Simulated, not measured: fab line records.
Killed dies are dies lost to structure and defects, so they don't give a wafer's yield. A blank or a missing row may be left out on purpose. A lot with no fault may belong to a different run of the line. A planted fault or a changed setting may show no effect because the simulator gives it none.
Which tool was responsible? :: flow n5_finfet :: 8 lots with 24 wafers sampled at 8 steps, on a route of 1938 steps

## WHAT THE GAUGES SHOWED, per wafer
N5_SD_EPI_N_INSPECT_26: inspects for defects (darkfield). Usual: raw_defect_count 220, standard deviation 46.
lot: L503
measured: day 4 03:22
on: defect_inspect-02
raw_defect_count: 264 270 252
flag: 

lot: L506
measured: day 4 20:23
on: defect_inspect-02
raw_defect_count: 130 232 170
flag: 

lot: L511
measured: day 6 01:59
on: defect_inspect-01
raw_defect_count: 803 851 791
flag: OFF

lot: L512
measured: day 6 11:07
on: defect_inspect-01
raw_defect_count: 223 152 243
flag: 

lot: L513
measured: day 6 13:16
on: defect_inspect-01
raw_defect_count: 790 829 855
flag: OFF

lot: L520
measured: day 8 06:45
on: defect_inspect-01
raw_defect_count: 261 290 257
flag: 

lot: L522
measured: day 8 20:02
on: defect_inspect-01
raw_defect_count: 196 242 246
flag: 

lot: L523
measured: day 9 02:28
on: defect_inspect-02
raw_defect_count: 164 203 133
flag: 

N5_SD_EPI_P_INSPECT_11: inspects for defects (macro). Usual: raw_defect_count 1.8, standard deviation 1.2.
lot: L503
measured: day 4 03:42
on: defect_inspect-02
raw_defect_count: 0 2 1
flag: 

lot: L506
measured: day 4 20:50
on: defect_inspect-02
raw_defect_count: 3 2 1
flag: 

lot: L511
measured: day 6 02:27
on: defect_inspect-01
raw_defect_count: >300 >300 >300
flag: OFF

lot: L512
measured: day 6 11:34
on: defect_inspect-02
raw_defect_count: 1 2 2
flag: 

lot: L513
measured: day 6 13:43
on: defect_inspect-01
raw_defect_count: >300 >300 >300
flag: OFF

lot: L520
measured: day 8 07:05
on: defect_inspect-01
raw_defect_count: 2 2 4
flag: 

lot: L522
measured: day 8 20:21
on: defect_inspect-02
raw_defect_count: 2 1 2
flag: 

lot: L523
measured: day 9 02:47
on: defect_inspect-02
raw_defect_count: 1 2 0
flag: 

N5_SD_EPI_P_INSPECT_26: inspects for defects (darkfield). Usual: raw_defect_count 185, standard deviation 40.
lot: L503
measured: day 4 08:17
on: defect_inspect-02
raw_defect_count: 257 230 230
flag: 

lot: L506
measured: day 5 00:36
on: defect_inspect-01
raw_defect_count: 145 201 117
flag: 

lot: L511
measured: day 6 06:12
on: defect_inspect-02
raw_defect_count: 759 814 785
flag: OFF

lot: L512
measured: day 6 15:23
on: defect_inspect-02
raw_defect_count: 189 121 167
flag: 

lot: L513
measured: day 6 17:28
on: defect_inspect-01
raw_defect_count: 788 835 845
flag: OFF

lot: L520
measured: day 8 10:59
on: defect_inspect-02
raw_defect_count: 168 204 188
flag: 

lot: L522
measured: day 9 00:06
on: defect_inspect-02
raw_defect_count: 141 202 145
flag: 

lot: L523
measured: day 9 06:33
on: defect_inspect-02
raw_defect_count: 114 169 131
flag: 

N5_BEOL_M4_RC_MEAS_101. Usual: DIBL_N 35.9 mV/V, standard deviation 1.3; DIBL_P 36.3 mV/V, standard deviation 1.5; IOFF_N 0.153 nA/um, standard deviation 0.023; IOFF_P 0.208 nA/um, standard deviation 0.028; ION_N 672 uA/um, standard deviation 9.7; ION_P 462 uA/um, standard deviation 6.6; SS_N 71.5 mV/dec, standard deviation 0.53; SS_P 73.3 mV/dec, standard deviation 0.59; VT_N 250.4 mV, standard deviation 2.7; VT_P -250.5 mV, standard deviation 3.
lot: L503
measured: day 9 08:19
on: prober-01
DIBL_N (mV/V): 37.3 35.1 38.7
DIBL_P (mV/V): 37.6 34.8 39.2
IOFF_N (nA/um): 0.186 0.148 0.218
IOFF_P (nA/um): 0.275 0.214 0.307
ION_N (uA/um): 672 670 690
ION_P (uA/um): 470 469 478
SS_N (mV/dec): 72.6 71.1 73.0
SS_P (mV/dec): 73.6 72.8 73.3
VT_N (mV): 245.2 250.7 246.7
VT_P (mV): -245.2 -248.0 -243.2
flag: 

lot: L506
measured: day 10 07:00
on: prober-01
DIBL_N (mV/V): 36.8 36.9 35.7
DIBL_P (mV/V): 37.2 35.8 35.7
IOFF_N (nA/um): 0.170 0.168 0.149
IOFF_P (nA/um): 0.235 0.222 0.217
ION_N (uA/um): 681 685 671
ION_P (uA/um): 470 469 467
SS_N (mV/dec): 72.2 70.7 71.8
SS_P (mV/dec): 73.8 73.4 73.9
VT_N (mV): 248.3 248.3 252.0
VT_P (mV): -249.1 -250.4 -249.9
flag: 

lot: L511
measured: day 11 03:49
on: prober-01
DIBL_N (mV/V): 35.8 34.1 34.7
DIBL_P (mV/V): 35.2 32.7 34.5
IOFF_N (nA/um): 0.141 0.116 0.120
IOFF_P (nA/um): 0.200 0.167 0.191
ION_N (uA/um): 670 649 654
ION_P (uA/um): 462 450 464
SS_N (mV/dec): 71.3 70.6 70.8
SS_P (mV/dec): 73.0 72.7 73.3
VT_N (mV): 252.4 257.0 253.8
VT_P (mV): -250.8 -254.7 -251.3
flag: 

lot: L512
measured: day 11 11:40
on: prober-02
DIBL_N (mV/V): 36.8 34.5 35.1
DIBL_P (mV/V): 35.5 33.3 33.3
IOFF_N (nA/um): 0.161 0.123 0.129
IOFF_P (nA/um): 0.211 0.178 0.176
ION_N (uA/um): 677 660 659
ION_P (uA/um): 454 452 454
SS_N (mV/dec): 71.4 71.1 71.6
SS_P (mV/dec): 74.0 72.7 73.3
VT_N (mV): 253.2 253.4 254.8
VT_P (mV): -251.8 -253.1 -253.2
flag: 

lot: L513
measured: day 12 10:47
on: prober-02
DIBL_N (mV/V): 34.4 36.0 37.2
DIBL_P (mV/V): 34.2 36.0 37.4
IOFF_N (nA/um): 0.117 0.137 0.153
IOFF_P (nA/um): 0.164 0.192 0.211
ION_N (uA/um): 656 656 666
ION_P (uA/um): 447 452 456
SS_N (mV/dec): 70.8 71.7 71.6
SS_P (mV/dec): 72.5 72.9 73.3
VT_N (mV): 253.0 252.0 251.0
VT_P (mV): -251.7 -252.3 -252.4
flag: 

lot: L520
measured: day 13 21:12
on: prober-01
DIBL_N (mV/V): 35.8 32.8 34.9
DIBL_P (mV/V): 38.0 34.6 37.1
IOFF_N (nA/um): 0.168 0.121 0.152
IOFF_P (nA/um): 0.216 0.176 0.203
ION_N (uA/um): 673 669 685
ION_P (uA/um): 462 460 474
SS_N (mV/dec): 71.5 71.3 71.5
SS_P (mV/dec): 73.4 72.8 73.5
VT_N (mV): 249.3 251.3 252.4
VT_P (mV): -252.6 -253.5 -249.4
flag: 

lot: L522
measured: day 14 04:28
on: prober-02
DIBL_N (mV/V): 34.8 35.1 36.2
DIBL_P (mV/V): 35.7 36.5 37.1
IOFF_N (nA/um): 0.130 0.138 0.155
IOFF_P (nA/um): 0.177 0.189 0.208
ION_N (uA/um): 667 674 671
ION_P (uA/um): 465 461 459
SS_N (mV/dec): 71.1 71.4 71.0
SS_P (mV/dec): 73.4 72.4 73.0
VT_N (mV): 252.7 252.6 252.4
VT_P (mV): -253.0 -253.8 -251.6
flag: 

lot: L523
measured: day 15 00:24
on: prober-02
DIBL_N (mV/V): 35.8 35.0 35.3
DIBL_P (mV/V): 35.8 34.7 34.6
IOFF_N (nA/um): 0.145 0.134 0.136
IOFF_P (nA/um): 0.211 0.189 0.192
ION_N (uA/um): 689 679 672
ION_P (uA/um): 473 469 462
SS_N (mV/dec): 70.6 70.9 70.7
SS_P (mV/dec): 72.9 72.8 73.1
VT_N (mV): 248.5 250.8 250.5
VT_P (mV): -249.6 -249.5 -249.6
flag: 

## WHICH TOOL RAN EACH LOT (tool, then ch and the chambers of the sampled wafers, then the start)
lot: L503
N5_SD_EPI_N_DESCUM_14: rie_diel-05 ch 0,2,3, day 3 21:42
N5_SD_EPI_N_ETCH_35: rie_diel-05 ch 0,2,3, day 3 21:47
N5_SD_EPI_N_ETCH_45: rie_diel-05 ch 0,2,3, day 3 22:13
N5_SD_EPI_N_PRECLEAN_24: wet_bench-02 ch 0,1,2, day 4 02:51

lot: L506
N5_SD_EPI_N_DESCUM_14: rie_diel-06 ch 0,2,3, day 4 13:17
N5_SD_EPI_N_ETCH_35: rie_diel-06 ch 0,2,3, day 4 13:23
N5_SD_EPI_N_ETCH_45: rie_diel-06 ch 0,2,3, day 4 13:48
N5_SD_EPI_N_PRECLEAN_24: wet_bench-02 ch 0,3,7, day 4 19:47

lot: L511
N5_SD_EPI_N_DESCUM_14: rie_diel-06 ch 0,1,2, day 5 22:03
N5_SD_EPI_N_ETCH_35: rie_diel-06 ch 0,1,2, day 5 22:08
N5_SD_EPI_N_ETCH_45: rie_diel-06 ch 0,1,2, day 5 22:34
N5_SD_EPI_N_PRECLEAN_24: wet_bench-02 ch 2,4,5, day 6 01:29

lot: L512
N5_SD_EPI_N_DESCUM_14: rie_diel-06 ch 0,2,3, day 6 07:09
N5_SD_EPI_N_ETCH_35: rie_diel-06 ch 0,2,3, day 6 07:14
N5_SD_EPI_N_ETCH_45: rie_diel-06 ch 0,2,3, day 6 07:40
N5_SD_EPI_N_PRECLEAN_24: wet_bench-05 ch 4,5,6, day 6 10:35

lot: L513
N5_SD_EPI_N_DESCUM_14: rie_diel-03 ch 0,1,3, day 6 08:55
N5_SD_EPI_N_ETCH_35: rie_diel-03 ch 0,1,3, day 6 09:00
N5_SD_EPI_N_ETCH_45: rie_diel-03 ch 0,1,3, day 6 09:26
N5_SD_EPI_N_PRECLEAN_24: wet_bench-02 ch 0,4,5, day 6 12:20

lot: L520
N5_SD_EPI_N_DESCUM_14: rie_diel-06 ch 0,3, day 8 02:46
N5_SD_EPI_N_ETCH_35: rie_diel-06 ch 0,3, day 8 02:52
N5_SD_EPI_N_ETCH_45: rie_diel-06 ch 0,3, day 8 03:17
N5_SD_EPI_N_PRECLEAN_24: wet_bench-04 ch 1,3,5, day 8 06:14

lot: L522
N5_SD_EPI_N_DESCUM_14: rie_diel-05 ch 0,1,2, day 8 15:37
N5_SD_EPI_N_ETCH_35: rie_diel-05 ch 0,1,2, day 8 15:43
N5_SD_EPI_N_ETCH_45: rie_diel-05 ch 0,1,2, day 8 16:08
N5_SD_EPI_N_PRECLEAN_24: wet_bench-05 ch 0,1,7, day 8 19:03

lot: L523
N5_SD_EPI_N_DESCUM_14: rie_diel-05 ch 0,1,2, day 8 22:30
N5_SD_EPI_N_ETCH_35: rie_diel-05 ch 0,1,2, day 8 22:35
N5_SD_EPI_N_ETCH_45: rie_diel-05 ch 0,1,2, day 8 23:01
N5_SD_EPI_N_PRECLEAN_24: wet_bench-04 ch 2,3,7, day 9 01:57
- N5_SD_EPI_N_DESCUM_14: chemistry O2, time 7.9 s.
- N5_SD_EPI_N_ETCH_35: etches SOC in N2/H2, overetch 108 nm, time 486 s.
- N5_SD_EPI_N_ETCH_45: etches SiOCN in CH3F/O2, target depth 6 nm.
- N5_SD_EPI_N_PRECLEAN_24: cleans in O3/DIW, time 60 s.

## AS READ BY THE TOOLS THEMSELVES (means over the sampled wafers that have a number; for cases with no such wafer, the mark the record gives instead)
N5_SD_EPI_N_DESCUM_14. Usual: drypump_motor_current_A 5.9 A, standard deviation 0.39; oes_product_au 0.78 a.u., standard deviation 0.098; rf_vpp_V 242.7 V, standard deviation 1.8; showerhead_plenum_p_Torr 2.07 Torr, standard deviation 0.09; throttle_valve_pct 20.45 %, standard deviation 0.25.
lot: L503
tool: rie_diel-05
drypump_motor_current_A (A): 5.5
oes_product_au (a.u.): 0.71
rf_vpp_V (V): 242.4
showerhead_plenum_p_Torr (Torr): 1.98
throttle_valve_pct (%): 20.62
flag: 

lot: L506
tool: rie_diel-06
drypump_motor_current_A (A): 6.2
oes_product_au (a.u.): 0.76
rf_vpp_V (V): 243.5
showerhead_plenum_p_Torr (Torr): 2.06
throttle_valve_pct (%): 20.44
flag: 

lot: L511
tool: rie_diel-06
drypump_motor_current_A (A): 5.8
oes_product_au (a.u.): 0.84
rf_vpp_V (V): 243.4
showerhead_plenum_p_Torr (Torr): 2.11
throttle_valve_pct (%): 20.33
flag: 

lot: L512
tool: rie_diel-06
drypump_motor_current_A (A): 6.2
oes_product_au (a.u.): 0.74
rf_vpp_V (V): 242.3
showerhead_plenum_p_Torr (Torr): 2.05
throttle_valve_pct (%): 20.47
flag: 

lot: L513
tool: rie_diel-03
drypump_motor_current_A (A): 5.8
oes_product_au (a.u.): 0.72
rf_vpp_V (V): 244.3
showerhead_plenum_p_Torr (Torr): 2.14
throttle_valve_pct (%): 20.64
flag: 

lot: L520
tool: rie_diel-06
drypump_motor_current_A (A): 6.2
oes_product_au (a.u.): 0.89
rf_vpp_V (V): 241.9
showerhead_plenum_p_Torr (Torr): 2.05
throttle_valve_pct (%): 20.23
flag: 

lot: L522
tool: rie_diel-05
drypump_motor_current_A (A): 5.5
oes_product_au (a.u.): 0.80
rf_vpp_V (V): 242.8
showerhead_plenum_p_Torr (Torr): 2.07
throttle_valve_pct (%): 20.44
flag: 

lot: L523
tool: rie_diel-05
drypump_motor_current_A (A): 5.5
oes_product_au (a.u.): 0.80
rf_vpp_V (V): 242.9
showerhead_plenum_p_Torr (Torr): 2.07
throttle_valve_pct (%): 20.43
flag: 

N5_SD_EPI_N_ETCH_35. Usual: drypump_motor_current_A 5.9 A, standard deviation 0.39; oes_product_au 0.69 a.u., standard deviation 0.082; rf_vpp_V 240.3 V, standard deviation 1.7; showerhead_plenum_p_Torr 2.51 Torr, standard deviation 0.11; throttle_valve_pct 23.85 %, standard deviation 0.28.
lot: L503
tool: rie_diel-05
drypump_motor_current_A (A): 5.5
oes_product_au (a.u.): 0.64
rf_vpp_V (V): 237.9
showerhead_plenum_p_Torr (Torr): 2.41
throttle_valve_pct (%): 23.91
flag: 

lot: L506
tool: rie_diel-06
drypump_motor_current_A (A): 6.2
oes_product_au (a.u.): 0.67
rf_vpp_V (V): 240.2
showerhead_plenum_p_Torr (Torr): 2.50
throttle_valve_pct (%): 23.86
flag: 

lot: L511
tool: rie_diel-06
drypump_motor_current_A (A): 5.8
oes_product_au (a.u.): 0.75
rf_vpp_V (V): 240.4
showerhead_plenum_p_Torr (Torr): 2.56
throttle_valve_pct (%): 23.81
flag: 

lot: L512
tool: rie_diel-06
drypump_motor_current_A (A): 6.2
oes_product_au (a.u.): 0.66
rf_vpp_V (V): 240.4
showerhead_plenum_p_Torr (Torr): 2.49
throttle_valve_pct (%): 23.87
flag: 

lot: L513
tool: rie_diel-03
drypump_motor_current_A (A): 5.9
oes_product_au (a.u.): 0.65
rf_vpp_V (V): 241.9
showerhead_plenum_p_Torr (Torr): 2.60
throttle_valve_pct (%): 23.98
flag: 

lot: L520
tool: rie_diel-06
drypump_motor_current_A (A): 6.2
oes_product_au (a.u.): 0.79
rf_vpp_V (V): 239.7
showerhead_plenum_p_Torr (Torr): 2.48
throttle_valve_pct (%): 23.70
flag: 

lot: L522
tool: rie_diel-05
drypump_motor_current_A (A): 5.5
oes_product_au (a.u.): 0.71
rf_vpp_V (V): 240.2
showerhead_plenum_p_Torr (Torr): 2.51
throttle_valve_pct (%): 23.78
flag: 

lot: L523
tool: rie_diel-05
drypump_motor_current_A (A): 5.5
oes_product_au (a.u.): 0.71
rf_vpp_V (V): 240.5
showerhead_plenum_p_Torr (Torr): 2.51
throttle_valve_pct (%): 23.79
flag: 

N5_SD_EPI_N_ETCH_45. Usual: drypump_motor_current_A 5.8 A, standard deviation 0.39; mfc_ar_sccm 150.1 sccm, standard deviation 0.44; oes_product_au 0.78 a.u., standard deviation 0.097; rf_vpp_V 127.2 V, standard deviation 1.1; showerhead_plenum_p_Torr 1.97 Torr, standard deviation 0.085; throttle_valve_pct 23.32 %, standard deviation 0.27.
lot: L503
tool: rie_diel-05
drypump_motor_current_A (A): 5.5
mfc_ar_sccm (sccm): 150.2
oes_product_au (a.u.): 0.71
rf_vpp_V (V): 126.4
showerhead_plenum_p_Torr (Torr): 1.89
throttle_valve_pct (%): 23.50
flag: 

lot: L506
tool: rie_diel-06
drypump_motor_current_A (A): 6.2
mfc_ar_sccm (sccm): 149.8
oes_product_au (a.u.): 0.75
rf_vpp_V (V): 127.6
showerhead_plenum_p_Torr (Torr): 1.96
throttle_valve_pct (%): 23.29
flag: 

lot: L511
tool: rie_diel-06
drypump_motor_current_A (A): 5.8
mfc_ar_sccm (sccm): 150.4
oes_product_au (a.u.): 0.85
rf_vpp_V (V): 127.3
showerhead_plenum_p_Torr (Torr): 2.01
throttle_valve_pct (%): 23.17
flag: 

lot: L512
tool: rie_diel-06
drypump_motor_current_A (A): 6.2
mfc_ar_sccm (sccm): 150.3
oes_product_au (a.u.): 0.74
rf_vpp_V (V): 127.2
showerhead_plenum_p_Torr (Torr): 1.95
throttle_valve_pct (%): 23.31
flag: 

lot: L513
tool: rie_diel-03
drypump_motor_current_A (A): 5.9
mfc_ar_sccm (sccm): 150.3
oes_product_au (a.u.): 0.73
rf_vpp_V (V): 127.8
showerhead_plenum_p_Torr (Torr): 2.04
throttle_valve_pct (%): 23.54
flag: 

lot: L520
tool: rie_diel-06
drypump_motor_current_A (A): 6.2
mfc_ar_sccm (sccm): 149.6
oes_product_au (a.u.): 0.90
rf_vpp_V (V): 126.1
showerhead_plenum_p_Torr (Torr): 1.95
throttle_valve_pct (%): 23.12
flag: 

lot: L522
tool: rie_diel-05
drypump_motor_current_A (A): 5.5
mfc_ar_sccm (sccm): 150.4
oes_product_au (a.u.): 0.80
rf_vpp_V (V): 127.2
showerhead_plenum_p_Torr (Torr): 1.97
throttle_valve_pct (%): 23.33
flag: 

lot: L523
tool: rie_diel-05
drypump_motor_current_A (A): 5.5
mfc_ar_sccm (sccm): 150.3
oes_product_au (a.u.): 0.79
rf_vpp_V (V): 126.8
showerhead_plenum_p_Torr (Torr): 1.97
throttle_valve_pct (%): 23.33
flag: 

## THE ANSWER, worked out from the rows above alone
Rule: take the mean of a lot's wafers that have a number; if it is more than 3 standard deviations from the usual mean, the lot is off. Also off: a lot with no number at a reading for which 4 or more lots have one. Where the step has rows for the other lots, those lots are counted as sound. The gauges are gone through in route order, then the tools' own readings, and for those a lot's mean is taken as printed above. The first step at which some lot is off is used, and at that step the reading that is off furthest; a lot without a number counts as furthest.
Off: L511, L513, at N5_SD_EPI_N_INSPECT_26 (raw_defect_count).
A tool fits if, at a process step before that reading, it ran every lot that is off, and no sound lot after the first of them. The gauges at N5_SD_EPI_N_INSPECT_26 are tried like those tools. One fits: N5_SD_EPI_N_PRECLEAN_24 on wet_bench-02. Its last sound lot is L506 (day 4 19:47), its first lot that is off L511 (day 6 01:29): a fault that began between those two fits.

## WHAT THE SIMULATOR HAD PUT IN
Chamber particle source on wet_bench-02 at N5_SD_EPI_N_PRECLEAN_24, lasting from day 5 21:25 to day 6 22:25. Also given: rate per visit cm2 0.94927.
Struck lots among those shown: L511, L513. The rule above reached the same finding.
